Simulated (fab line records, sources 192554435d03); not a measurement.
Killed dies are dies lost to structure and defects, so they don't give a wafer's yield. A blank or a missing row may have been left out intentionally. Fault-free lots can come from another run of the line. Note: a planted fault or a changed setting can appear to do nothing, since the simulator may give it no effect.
The tool behind it: which one? || flow n5-finfet || Sampling: 10 lots, 30 wafers, 6 of 1938 route steps

== WHAT EACH GAUGE READ, for each wafer ==
N5_BEOL_M1_INSPECT_13: inspects for defects (brightfield). Usual: raw-defect-count reads 427 (standard deviation 97).
{"lot": "L815", "measured": "day 6 02:58", "on": "defect-inspect-01", "raw-defect-count": "504 387 486", "flag": ""}
{"lot": "L818", "measured": "day 7 04:50", "on": "defect-inspect-01", "raw-defect-count": "396 352 367", "flag": ""}
{"lot": "L820", "measured": "day 7 09:40", "on": "defect-inspect-01", "raw-defect-count": "470 395 485", "flag": ""}
{"lot": "L822", "measured": "day 7 16:15", "on": "defect-inspect-02", "raw-defect-count": "1111 1126 1169", "flag": "OFF"}
{"lot": "L824", "measured": "day 8 10:43", "on": "defect-inspect-01", "raw-defect-count": "546 597 555", "flag": ""}
{"lot": "L825", "measured": "day 8 20:56", "on": "defect-inspect-01", "raw-defect-count": "1357 1189 1281", "flag": "OFF"}
{"lot": "L826", "measured": "day 8 21:05", "on": "defect-inspect-02", "raw-defect-count": "1227 1441 1309", "flag": "OFF"}
{"lot": "L831", "measured": "day 10 01:11", "on": "defect-inspect-02", "raw-defect-count": "320 407 297", "flag": ""}
{"lot": "L836", "measured": "day 11 06:17", "on": "defect-inspect-02", "raw-defect-count": "433 399 557", "flag": ""}
{"lot": "L838", "measured": "day 11 22:47", "on": "defect-inspect-02", "raw-defect-count": "394 482 418", "flag": ""}

N5_BEOL_M4_RC_MEAS_101. Usual: DIBL_N 37.3 mV/V, standard deviation 2.3; DIBL_P 37.4 mV/V, standard deviation 2.9; IOFF_N 0.18 nA/um, standard deviation 0.045; IOFF_P 0.25 nA/um, standard deviation 0.054; ION_N 679 uA/um, standard deviation 15; ION_P 468 uA/um, standard deviation 9.7; SS_N 71.8 mV/dec, standard deviation 0.62; SS_P 73.6 mV/dec, standard deviation 0.76; VT_N 248 mV, standard deviation 4.1; VT_P -248 mV, standard deviation 3.6.
{"lot": "L815", "measured": "day 7 19:43", "on": "prober-02", "DIBL_N (mV/V)": "40.0 36.8 42.1", "DIBL_P (mV/V)": "39.1 35.1 40.9", "IOFF_N (nA/um)": "0.22 0.16 0.27", "IOFF_P (nA/um)": "0.33 0.23 0.35", "ION_N (uA/um)": "686 680 691", "ION_P (uA/um)": "470 469 472", "SS_N (mV/dec)": "71.7 71.4 72.3", "SS_P (mV/dec)": "73.7 73.0 74.2", "VT_N (mV)": "242 249 243", "VT_P (mV)": "-242 -248 -241", "flag": ""}
{"lot": "L818", "measured": "day 8 21:13", "on": "prober-01", "DIBL_N (mV/V)": "37.0 32.8 34.7", "DIBL_P (mV/V)": "38.6 32.4 35.2", "IOFF_N (nA/um)": "0.17 0.09 0.12", "IOFF_P (nA/um)": "0.24 0.14 0.18", "ION_N (uA/um)": "697 651 666", "ION_P (uA/um)": "480 450 459", "SS_N (mV/dec)": "71.6 71.4 71.6", "SS_P (mV/dec)": "72.8 71.4 72.1", "VT_N (mV)": "247 259 253", "VT_P (mV)": "-249 -254 -249", "flag": ""}
{"lot": "L820", "measured": "day 9 03:22", "on": "prober-02", "DIBL_N (mV/V)": "39.0 40.6 37.3", "DIBL_P (mV/V)": "39.4 43.2 38.2", "IOFF_N (nA/um)": "0.20 0.26 0.17", "IOFF_P (nA/um)": "0.25 0.31 0.22", "ION_N (uA/um)": "681 693 698", "ION_P (uA/um)": "464 473 469", "SS_N (mV/dec)": "71.6 72.8 72.0", "SS_P (mV/dec)": "74.0 74.9 73.0", "VT_N (mV)": "247 243 248", "VT_P (mV)": "-249 -248 -251", "flag": ""}
{"lot": "L822", "measured": "day 9 07:28", "on": "prober-01", "DIBL_N (mV/V)": "35.1 37.2 37.0", "DIBL_P (mV/V)": "35.3 38.0 37.3", "IOFF_N (nA/um)": "0.15 0.19 0.19", "IOFF_P (nA/um)": "0.22 0.27 0.26", "ION_N (uA/um)": "687 687 687", "ION_P (uA/um)": "473 472 470", "SS_N (mV/dec)": "71.1 72.2 71.5", "SS_P (mV/dec)": "73.1 73.1 73.8", "VT_N (mV)": "246 245 245", "VT_P (mV)": "-248 -245 -247", "flag": ""}
{"lot": "L824", "measured": "day 10 02:01", "on": "prober-02", "DIBL_N (mV/V)": "39.1 38.3 41.6", "DIBL_P (mV/V)": "39.9 37.7 44.0", "IOFF_N (nA/um)": "0.21 0.19 0.27", "IOFF_P (nA/um)": "0.28 0.24 0.34", "ION_N (uA/um)": "685 680 706", "ION_P (uA/um)": "467 461 480", "SS_N (mV/dec)": "71.8 71.5 73.0", "SS_P (mV/dec)": "74.1 72.9 75.6", "VT_N (mV)": "245 248 244", "VT_P (mV)": "-247 -249 -245", "flag": ""}
{"lot": "L825", "measured": "day 10 19:53", "on": "prober-01", "DIBL_N (mV/V)": "36.9 32.6 36.2", "DIBL_P (mV/V)": "38.9 32.7 38.4", "IOFF_N (nA/um)": "0.18 0.11 0.19", "IOFF_P (nA/um)": "0.25 0.16 0.25", "ION_N (uA/um)": "673 675 692", "ION_P (uA/um)": "462 461 472", "SS_N (mV/dec)": "72.5 70.8 72.3", "SS_P (mV/dec)": "73.3 72.4 73.1", "VT_N (mV)": "247 258 246", "VT_P (mV)": "-249 -254 -246", "flag": ""}
{"lot": "L826", "measured": "day 10 20:28", "on": "prober-02", "DIBL_N (mV/V)": "38.0 37.5 39.2", "DIBL_P (mV/V)": "39.3 38.2 40.2", "IOFF_N (nA/um)": "0.22 0.17 0.25", "IOFF_P (nA/um)": "0.24 0.21 0.26", "ION_N (uA/um)": "696 675 702", "ION_P (uA/um)": "471 455 467", "SS_N (mV/dec)": "71.9 72.6 71.9", "SS_P (mV/dec)": "73.7 73.8 73.8", "VT_N (mV)": "245 248 242", "VT_P (mV)": "-251 -253 -247", "flag": ""}
{"lot": "L831", "measured": "day 12 05:07", "on": "prober-02", "DIBL_N (mV/V)": "33.5 32.0 35.5", "DIBL_P (mV/V)": "34.4 33.1 35.0", "IOFF_N (nA/um)": "0.14 0.13 0.16", "IOFF_P (nA/um)": "0.20 0.19 0.21", "ION_N (uA/um)": "669 679 652", "ION_P (uA/um)": "463 468 450", "SS_N (mV/dec)": "70.6 70.6 71.8", "SS_P (mV/dec)": "73.1 72.6 73.5", "VT_N (mV)": "251 249 251", "VT_P (mV)": "-249 -250 -253", "flag": ""}
{"lot": "L836", "measured": "day 13 07:53", "on": "prober-02", "DIBL_N (mV/V)": "40.7 35.8 39.5", "DIBL_P (mV/V)": "41.8 35.6 41.2", "IOFF_N (nA/um)": "0.23 0.14 0.22", "IOFF_P (nA/um)": "0.30 0.20 0.28", "ION_N (uA/um)": "679 662 677", "ION_P (uA/um)": "467 462 464", "SS_N (mV/dec)": "72.8 71.7 73.2", "SS_P (mV/dec)": "73.9 73.1 74.6", "VT_N (mV)": "244 252 246", "VT_P (mV)": "-248 -252 -249", "flag": ""}
{"lot": "L838", "measured": "day 13 13:46", "on": "prober-02", "DIBL_N (mV/V)": "38.2 37.2 34.7", "DIBL_P (mV/V)": "36.8 36.0 33.0", "IOFF_N (nA/um)": "0.19 0.18 0.13", "IOFF_P (nA/um)": "0.30 0.26 0.21", "ION_N (uA/um)": "680 681 675", "ION_P (uA/um)": "476 468 472", "SS_N (mV/dec)": "71.5 71.3 71.0", "SS_P (mV/dec)": "73.7 73.0 72.6", "VT_N (mV)": "246 246 251", "VT_P (mV)": "-242 -246 -248", "flag": ""}

== WHICH TOOL RAN EACH LOT (tool, then ch and the chambers of the sampled wafers, then the start) ==
{"lot": "L815", "N5_BEOL_M0_SPUTTER_132": "pvd-sputter-02, day 5 23:08", "N5_BEOL_M0_SPUTTER_134": "pvd-sputter-02, day 5 23:15", "N5_BEOL_M0_ANNEAL_119": "rtp-anneal-02 ch 0, day 5 23:52", "N5_BEOL_M1_ILD_DEP_00": "pecvd-01 ch 0,1, day 6 00:46"}
{"lot": "L818", "N5_BEOL_M0_SPUTTER_132": "pvd-sputter-02, day 7 00:50", "N5_BEOL_M0_SPUTTER_134": "pvd-sputter-02, day 7 00:58", "N5_BEOL_M0_ANNEAL_119": "rtp-anneal-02 ch 0, day 7 01:20", "N5_BEOL_M1_ILD_DEP_00": "pecvd-02 ch 0,2, day 7 02:13"}
{"lot": "L820", "N5_BEOL_M0_SPUTTER_132": "pvd-sputter-03, day 7 06:33", "N5_BEOL_M0_SPUTTER_134": "pvd-sputter-03, day 7 06:40", "N5_BEOL_M0_ANNEAL_119": "rtp-anneal-01 ch 0, day 7 06:59", "N5_BEOL_M1_ILD_DEP_00": "pecvd-02 ch 0,1,2, day 7 07:54"}
{"lot": "L822", "N5_BEOL_M0_SPUTTER_132": "pvd-sputter-01, day 7 12:51", "N5_BEOL_M0_SPUTTER_134": "pvd-sputter-01, day 7 12:58", "N5_BEOL_M0_ANNEAL_119": "rtp-anneal-02 ch 0, day 7 13:35", "N5_BEOL_M1_ILD_DEP_00": "pecvd-02 ch 0,1, day 7 14:28"}
{"lot": "L824", "N5_BEOL_M0_SPUTTER_132": "pvd-sputter-01, day 8 07:22", "N5_BEOL_M0_SPUTTER_134": "pvd-sputter-01, day 8 07:29", "N5_BEOL_M0_ANNEAL_119": "rtp-anneal-02 ch 0, day 8 08:14", "N5_BEOL_M1_ILD_DEP_00": "pecvd-01 ch 0,2, day 8 09:07"}
{"lot": "L825", "N5_BEOL_M0_SPUTTER_132": "pvd-sputter-01, day 8 17:21", "N5_BEOL_M0_SPUTTER_134": "pvd-sputter-01, day 8 17:28", "N5_BEOL_M0_ANNEAL_119": "rtp-anneal-01 ch 0, day 8 17:50", "N5_BEOL_M1_ILD_DEP_00": "pecvd-02 ch 0,1,2, day 8 18:42"}
{"lot": "L826", "N5_BEOL_M0_SPUTTER_132": "pvd-sputter-02, day 8 17:27", "N5_BEOL_M0_SPUTTER_134": "pvd-sputter-02, day 8 17:34", "N5_BEOL_M0_ANNEAL_119": "rtp-anneal-02 ch 0, day 8 17:53", "N5_BEOL_M1_ILD_DEP_00": "pecvd-02 ch 0,1, day 8 18:50"}
{"lot": "L831", "N5_BEOL_M0_SPUTTER_132": "pvd-sputter-03, day 9 22:43", "N5_BEOL_M0_SPUTTER_134": "pvd-sputter-03, day 9 22:50", "N5_BEOL_M0_ANNEAL_119": "rtp-anneal-01 ch 0, day 9 23:22", "N5_BEOL_M1_ILD_DEP_00": "pecvd-04 ch 1,2, day 10 00:11"}
{"lot": "L836", "N5_BEOL_M0_SPUTTER_132": "pvd-sputter-03, day 11 03:16", "N5_BEOL_M0_SPUTTER_134": "pvd-sputter-03, day 11 03:23", "N5_BEOL_M0_ANNEAL_119": "rtp-anneal-01 ch 0, day 11 03:45", "N5_BEOL_M1_ILD_DEP_00": "pecvd-01 ch 1,2, day 11 04:40"}
{"lot": "L838", "N5_BEOL_M0_SPUTTER_132": "pvd-sputter-03, day 11 19:39", "N5_BEOL_M0_SPUTTER_134": "pvd-sputter-03, day 11 19:46", "N5_BEOL_M0_ANNEAL_119": "rtp-anneal-02 ch 0, day 11 21:12", "N5_BEOL_M1_ILD_DEP_00": "pecvd-02 ch 0,1,2, day 11 22:01"}
- N5_BEOL_M0_SPUTTER_132: material Cu, target thk 4 nm, time 7.37 s.
- N5_BEOL_M0_SPUTTER_134: material Cu, target thk 4 nm, time 7.37 s.
- N5_BEOL_M0_ANNEAL_119: time 90 s.
- N5_BEOL_M1_ILD_DEP_00: deposits SiOC from DEMS/O2, target thk 79 nm, time 15.3 s.

== WHAT THE TOOLS THEMSELVES READ (means of the sampled wafers that have a number; where no wafer has one, the mark that the record gives instead) ==
N5_BEOL_M0_SPUTTER_132. Usual: throttle-valve-pct reads 29.7 % (standard deviation 1).
{"lot": "L815", "tool": "pvd-sputter-02", "throttle-valve-pct (%)": 29.5, "flag": ""}
{"lot": "L818", "tool": "pvd-sputter-02", "throttle-valve-pct (%)": 29.7, "flag": ""}
{"lot": "L820", "tool": "pvd-sputter-03", "throttle-valve-pct (%)": 28.7, "flag": ""}
{"lot": "L822", "tool": "pvd-sputter-01", "throttle-valve-pct (%)": 30.6, "flag": ""}
{"lot": "L824", "tool": "pvd-sputter-01", "throttle-valve-pct (%)": 29.7, "flag": ""}
{"lot": "L825", "tool": "pvd-sputter-01", "throttle-valve-pct (%)": 30.2, "flag": ""}
{"lot": "L826", "tool": "pvd-sputter-02", "throttle-valve-pct (%)": 30.2, "flag": ""}
{"lot": "L831", "tool": "pvd-sputter-03", "throttle-valve-pct (%)": 29.6, "flag": ""}
{"lot": "L836", "tool": "pvd-sputter-03", "throttle-valve-pct (%)": 29.3, "flag": ""}
{"lot": "L838", "tool": "pvd-sputter-03", "throttle-valve-pct (%)": 28.1, "flag": ""}

N5_BEOL_M0_SPUTTER_134. Usual: throttle-valve-pct reads 29.7 % (standard deviation 1).
{"lot": "L815", "tool": "pvd-sputter-02", "throttle-valve-pct (%)": 29.5, "flag": ""}
{"lot": "L818", "tool": "pvd-sputter-02", "throttle-valve-pct (%)": 29.7, "flag": ""}
{"lot": "L820", "tool": "pvd-sputter-03", "throttle-valve-pct (%)": 28.8, "flag": ""}
{"lot": "L822", "tool": "pvd-sputter-01", "throttle-valve-pct (%)": 30.4, "flag": ""}
{"lot": "L824", "tool": "pvd-sputter-01", "throttle-valve-pct (%)": 29.8, "flag": ""}
{"lot": "L825", "tool": "pvd-sputter-01", "throttle-valve-pct (%)": 30.0, "flag": ""}
{"lot": "L826", "tool": "pvd-sputter-02", "throttle-valve-pct (%)": 30.3, "flag": ""}
{"lot": "L831", "tool": "pvd-sputter-03", "throttle-valve-pct (%)": 29.6, "flag": ""}
{"lot": "L836", "tool": "pvd-sputter-03", "throttle-valve-pct (%)": 29.4, "flag": ""}
{"lot": "L838", "tool": "pvd-sputter-03", "throttle-valve-pct (%)": 27.9, "flag": ""}

N5_BEOL_M0_ANNEAL_119. Usual: wafer_temp_C_max reads 226.4 (standard deviation 0.32).
{"lot": "L815", "tool": "rtp-anneal-02", "wafer_temp_C_max": 226.2, "flag": ""}
{"lot": "L818", "tool": "rtp-anneal-02", "wafer_temp_C_max": 226.2, "flag": ""}
{"lot": "L820", "tool": "rtp-anneal-01", "wafer_temp_C_max": 226.4, "flag": ""}
{"lot": "L822", "tool": "rtp-anneal-02", "wafer_temp_C_max": 226.7, "flag": ""}
{"lot": "L824", "tool": "rtp-anneal-02", "wafer_temp_C_max": 226.6, "flag": ""}
{"lot": "L825", "tool": "rtp-anneal-01", "wafer_temp_C_max": 226.8, "flag": ""}
{"lot": "L826", "tool": "rtp-anneal-02", "wafer_temp_C_max": 226.4, "flag": ""}
{"lot": "L831", "tool": "rtp-anneal-01", "wafer_temp_C_max": 226.3, "flag": ""}
{"lot": "L836", "tool": "rtp-anneal-01", "wafer_temp_C_max": 226.3, "flag": ""}
{"lot": "L838", "tool": "rtp-anneal-02", "wafer_temp_C_max": 226.2, "flag": ""}

N5_BEOL_M1_ILD_DEP_00. Usual: heater-power-w 453 W, standard deviation 57; showerhead-plenum-p-Torr 5.699 Torr, standard deviation 0.021; throttle-valve-pct 12.1 %, standard deviation 0.94.
{"lot": "L815", "tool": "pecvd-01", "heater-power-w (W)": 532, "showerhead-plenum-p-Torr (Torr)": 5.726, "throttle-valve-pct (%)": 12.0, "flag": ""}
{"lot": "L818", "tool": "pecvd-02", "heater-power-w (W)": 466, "showerhead-plenum-p-Torr (Torr)": 5.688, "throttle-valve-pct (%)": 11.2, "flag": ""}
{"lot": "L820", "tool": "pecvd-02", "heater-power-w (W)": 441, "showerhead-plenum-p-Torr (Torr)": 5.698, "throttle-valve-pct (%)": 11.8, "flag": ""}
{"lot": "L822", "tool": "pecvd-02", "heater-power-w (W)": 421, "showerhead-plenum-p-Torr (Torr)": 5.710, "throttle-valve-pct (%)": 11.9, "flag": ""}
{"lot": "L824", "tool": "pecvd-01", "heater-power-w (W)": 448, "showerhead-plenum-p-Torr (Torr)": 5.713, "throttle-valve-pct (%)": 12.1, "flag": ""}
{"lot": "L825", "tool": "pecvd-02", "heater-power-w (W)": 448, "showerhead-plenum-p-Torr (Torr)": 5.696, "throttle-valve-pct (%)": 11.9, "flag": ""}
{"lot": "L826", "tool": "pecvd-02", "heater-power-w (W)": 379, "showerhead-plenum-p-Torr (Torr)": 5.715, "throttle-valve-pct (%)": 12.9, "flag": ""}
{"lot": "L831", "tool": "pecvd-04", "heater-power-w (W)": 468, "showerhead-plenum-p-Torr (Torr)": 5.704, "throttle-valve-pct (%)": 11.7, "flag": ""}
{"lot": "L836", "tool": "pecvd-01", "heater-power-w (W)": 541, "showerhead-plenum-p-Torr (Torr)": 5.676, "throttle-valve-pct (%)": 11.6, "flag": ""}
{"lot": "L838", "tool": "pecvd-02", "heater-power-w (W)": 437, "showerhead-plenum-p-Torr (Torr)": 5.696, "throttle-valve-pct (%)": 11.9, "flag": ""}

== THE ANSWER, worked out from the rows above alone ==
Rule: take the mean of a lot's wafers that have a number; if it is more than 3 standard deviations from the usual mean, the lot is off. A lot without any number at a reading at which 4 lots or more have one is off too. All remaining lots with rows at the step are treated as sound. First the gauges in route order, then the tools' own readings, where a lot's mean is used as printed above. At the first step where some lot is off, the reading lying furthest off is the one used; lots without a number count as furthest.
Off: L822, L825, L826, at N5_BEOL_M1_INSPECT_13 (raw-defect-count).
If a tool, at a process step before that reading, ran all the lots that are off and no sound lot after the first of them, it fits. Gauges at N5_BEOL_M1_INSPECT_13: tried the same way as those tools. No candidate that was tried fits.

== WHAT HAD BEEN PUT IN BY THE SIMULATOR ==
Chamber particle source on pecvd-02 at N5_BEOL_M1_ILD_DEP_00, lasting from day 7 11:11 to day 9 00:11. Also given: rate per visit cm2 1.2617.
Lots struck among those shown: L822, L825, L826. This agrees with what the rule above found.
